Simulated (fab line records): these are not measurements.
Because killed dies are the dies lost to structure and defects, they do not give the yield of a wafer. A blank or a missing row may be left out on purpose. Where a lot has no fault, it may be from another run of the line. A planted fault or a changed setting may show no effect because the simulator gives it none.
Chamber matching | flow n5 finfet | 4 sister chambers for N5_BEOL_M8_TRENCH_ETCH_37 on rie diel-02
The step etches SiCOH lowk in C4F6/O2, target depth 93.478 nm, time 31.2 s. 8 wafers are shown with their chamber, then 6 later ones without.

EACH WAFER AND ITS CHAMBER
wafer  | chamber | drypump motor current A (A) | rf vpp V (V)
L466.3 | 3       | 6.6                         | 651
L466.5 | 1       | 5.4                         | 661
L469.6 | 0       | 5.6                         | 645
L475.2 | 0       | 5.6                         | 646
L475.5 | 2       | 5.4                         | 669
L484.2 | 3       | 6.5                         | 663
L484.4 | 2       | 5.4                         | 668
L484.5 | 1       | 5.4                         | 672

WAFERS MISSING THEIR CHAMBER
wafer  | drypump motor current A (A) | rf vpp V (V)
L486.2 | 6.5                         | 662
L486.3 | 5.4                         | 669
L486.6 | 5.4                         | 673
L487.1 | 5.4                         | 668
L487.5 | 5.3                         | 673
L487.6 | 5.4                         | 668

WHICH CHAMBER EACH WENT THROUGH
wafer  | from the rows above     | in truth
L486.2 | 3                       | 3
L486.3 | can't be placed: 2 or 1 | 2
L486.6 | can't be placed: 2 or 1 | 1
L487.1 | can't be placed: 2 or 1 | 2
L487.5 | can't be placed: 2 or 1 | 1
L487.6 | can't be placed: 2 or 1 | 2
1 of 6 placed correctly. From these rows, 5 cannot be placed; in 5 the true chamber is one of the candidates. 0 placed wrongly.
How it was worked out, from the rows above alone: a wafer's distance from a chamber is the root of the sum, over the readings, of the square of ((its reading less the chamber's mean) divided by the reading's scatter). The wafer belongs to the nearest chamber; if the next one is less than 2 further off, it can't be placed. The mean given for a chamber averages the wafers shown for that chamber. The scatter: take each reading less its chamber's mean, square it, sum over the shown wafers, divide by the number of wafers less the number of chambers, and take the root.
